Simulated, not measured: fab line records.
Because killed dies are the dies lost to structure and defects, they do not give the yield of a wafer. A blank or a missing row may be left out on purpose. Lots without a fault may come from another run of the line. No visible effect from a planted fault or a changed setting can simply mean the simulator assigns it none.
Comparing a struck lot with a sound one | flow nandHarc | 15 out of 1159 route steps
Sound: the wafers L672.4, L672.5, L672.6. Struck: wafers L677.2, L677.6. (L677.4 of the same lot was not struck and is left out.) The cause comes at the end.
For every step that has rows: the tool of each side, followed by ch and its chambers, followed by its first start. Under that, the readings that differ: sound wafers | struck wafers | difference of the means | sigmas: that difference in standard deviations of wafers without a fault.
alike: words and numbers the same on both sides, and readings whose means are apart by under 2 such deviations; not compared: readings that were withheld, readings missing a value for some wafer, numbers with overlapping values and no deviation given by the record, and bounds like >300 which may hide the same value.
A row with sigmas, a row that says differs or no value, or rows on one side alone: a step with any of these is where the two part. Non-overlapping numbers with no deviation appear without sigmas and do not part them. A reading missing from all wafers of one side parts the sides only when that side holds two or more wafers.

NHARC_A_CHANNEL_HOLE_D1_CD_MEAS_30:
  struck on cdSem-02, day 10 15:31; sound on cdSem-01, day 9 09:19
  alike: cdNm
NHARC_A_CHANNEL_HOLE_D1_XSEM_31:
  sound on xsem-02 ch 0, day 9 09:24; struck on xsem-01 ch 0, day 10 15:37
reading           | sound             | struck    | difference | sigmas
tiltDeg (degrees) | -0.03 -0.03 -0.03 | 0.07 0.07 | +0.10      | +2
  alike: botCdNm, bowNm
NHARC_A_CHANNEL_HOLE_D1_INSPECT_40:
  struck on defectInspect-01, day 10 15:43; sound on defectInspect-01, day 9 09:29
  alike: rawDefectCount
then, 3 steps without rows for these wafers: NHARC_A_CHANNEL_FILL_D1_PRECLEAN_00 (cleans in SC1); NHARC_A_CHANNEL_FILL_D1_SRD_01; NHARC_A_CHANNEL_FILL_D1_ALD_02 (deposits SiO2, target thk 6 nm, pulse time 10 s, ald cycles 60).
NHARC_A_CHANNEL_FILL_D1_ALD_03: deposits SiNx, target thk 6 nm, pulse time 60 s, ald cycles 58.
  sound: aldSinBatch-02 ch 0; struck: aldSinBatch-02 ch 0
  alike: precursorPulseHeightRel
NHARC_A_CHANNEL_FILL_D1_ALD_14: deposits SiO2, target thk 2.5 nm, pulse time 10 s, ald cycles 25.
  sound on aldHk-03 ch 0,2,3, day 9 15:06; struck on aldHk-02 ch 0,3, day 10 23:50
  alike: heaterPowerOuterW, heaterPowerW, precursorPulseHeightRel
NHARC_A_CHANNEL_FILL_D1_ALD_15: deposits SiNx, target thk 2 nm, pulse time 60 s, ald cycles 19.
  sound: aldSinBatch-02 ch 0; struck: aldSinBatch-02 ch 0
  alike: precursorPulseHeightRel
then, 3 steps without rows for these wafers: NHARC_A_CHANNEL_FILL_D1_ALD_16 (deposits SiO2, target thk 1.5 nm, pulse time 10 s, ald cycles 15); NHARC_A_CHANNEL_FILL_D1_ANNEAL_17 (time 1800 s); NHARC_A_CHANNEL_FILL_D1_CVD_18 (deposits poly-Si, target thk 3 nm).
NHARC_A_CHANNEL_FILL_D1_ETCHBACK_19: etches the open film in HBr/Cl2, target depth 5 nm, time 1.7 s.
  sound on rieSi-04 ch 0,1,2, day 10 07:41; struck on rieSi-04 ch 0,2, day 11 16:25
reading             | sound             | struck      | difference | sigmas
oesProductAu (a.u.) | 1.001 1.011 0.999 | 1.329 1.324 | +0.323     | +41
  alike: drypumpMotorCurrentA, throttleValvePct
  not compared: rfHoursCounterH
NHARC_A_CHANNEL_FILL_D1_ETCHBACK_20: etches the open film in C4F8/O2/Ar, target depth 27 nm, time 13.5 s.
  sound on rieDiel-13 ch 0,1,3, day 10 07:50; struck on rieDiel-13 ch 3, day 11 16:32
reading             | sound          | struck    | difference | sigmas
oesProductAu (a.u.) | 1.01 1.00 0.99 | 0.93 0.91 | -0.08      | -2
  alike: rfVppV
  not compared: rfHoursCounterH
after that, 1 step had no rows for these wafers: NHARC_END_SORT_01.

## WHERE THEY PART
Last at NHARC_A_CHANNEL_FILL_D1_ETCHBACK_20 as far as this record goes, first at NHARC_A_CHANNEL_HOLE_D1_XSEM_31.

WHY: whatever the simulator had introduced
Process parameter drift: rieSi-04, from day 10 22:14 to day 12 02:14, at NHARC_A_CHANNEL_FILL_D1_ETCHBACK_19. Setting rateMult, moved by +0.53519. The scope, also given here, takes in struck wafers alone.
